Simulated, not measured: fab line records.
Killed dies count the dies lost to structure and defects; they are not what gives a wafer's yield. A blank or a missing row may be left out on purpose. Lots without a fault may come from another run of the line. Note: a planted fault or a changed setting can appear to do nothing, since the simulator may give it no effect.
A lot that was struck, set against a sound lot / flow nand harc / 14 out of 1159 route steps
Sound: wafers L415.1, L415.4, L415.6. Wafers struck: L424.2, L424.4, L424.5. The cause comes at the end.
For every step that has rows: the tool of each side, followed by ch and its chambers, followed by its first start. Under that, the readings that differ: sound wafers / struck wafers / difference of the means / sigmas: that difference in standard deviations of wafers without a fault.
alike: readings with means less than 2 such deviations apart, plus words and numbers identical on both sides. not compared: withheld readings, readings lacking a value on some wafer, bounds such as >300 that could conceal the same value, and numbers that have no deviation in the record and whose values overlap.
A row with sigmas, a row that says differs or no value, or rows on one side alone: a step with any of these is where the two part. Numbers that don't overlap but have no deviation are shown without sigmas and don't part them. A reading missing from all wafers of one side parts the sides only when that side holds two or more wafers.

NHARC_P_ZERO_WELL_INSPECT_43:
  sound on defect inspect-01 at day 2 07:49; struck on defect inspect-02 at day 4 13:26
  alike: raw defect count
then, 11 steps without rows for these wafers: NHARC_P_STI_ETCH_26 (etches SiO2 in dHF, target depth 11 nm); NHARC_P_STI_PRECLEAN_27 (cleans in SC1); NHARC_P_STI_SRD_28; NHARC_P_STI_OXIDE_29 (material SiO2, target thk 10 nm, ox time 1362 s); NHARC_P_STI_HM_DEP_30 (deposits Si3N4, target thk 80 nm, time 873 s); NHARC_P_STI_DEHYDRATE_01 (time 120 s); NHARC_P_STI_HMDS_02 (time 30 s); NHARC_P_STI_COAT_41 (time 65 s); NHARC_P_STI_COAT_03 (resist thk 600 nm); NHARC_P_STI_SOFTBAKE_04 (time 70 s); NHARC_P_STI_EBR_05.
NHARC_P_STI_EXPOSE_06: exposes mask P STI, target cd 200 nm.
  sound on krf scanner-04 ch 0, day 3 00:59; struck on krf scanner-04, day 5 07:11
  no value came back on the struck wafers for exposure dose mJ cm2, focus offset nm (nm), na; on the sound wafers exposure dose mJ cm2 reads 37.59 37.66 37.64
  alike: mask
then, 1 step without rows for these wafers: NHARC_P_STI_PEB_07 (peb time 80 s).

== WHERE THEY PART ==
At NHARC_P_STI_EXPOSE_06 and nowhere else, as far as this record goes.

WHY: what the simulator had put in
Entire step skipped (krf scanner-04, NHARC_P_STI_EXPOSE_06), from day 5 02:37 onward. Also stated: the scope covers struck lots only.
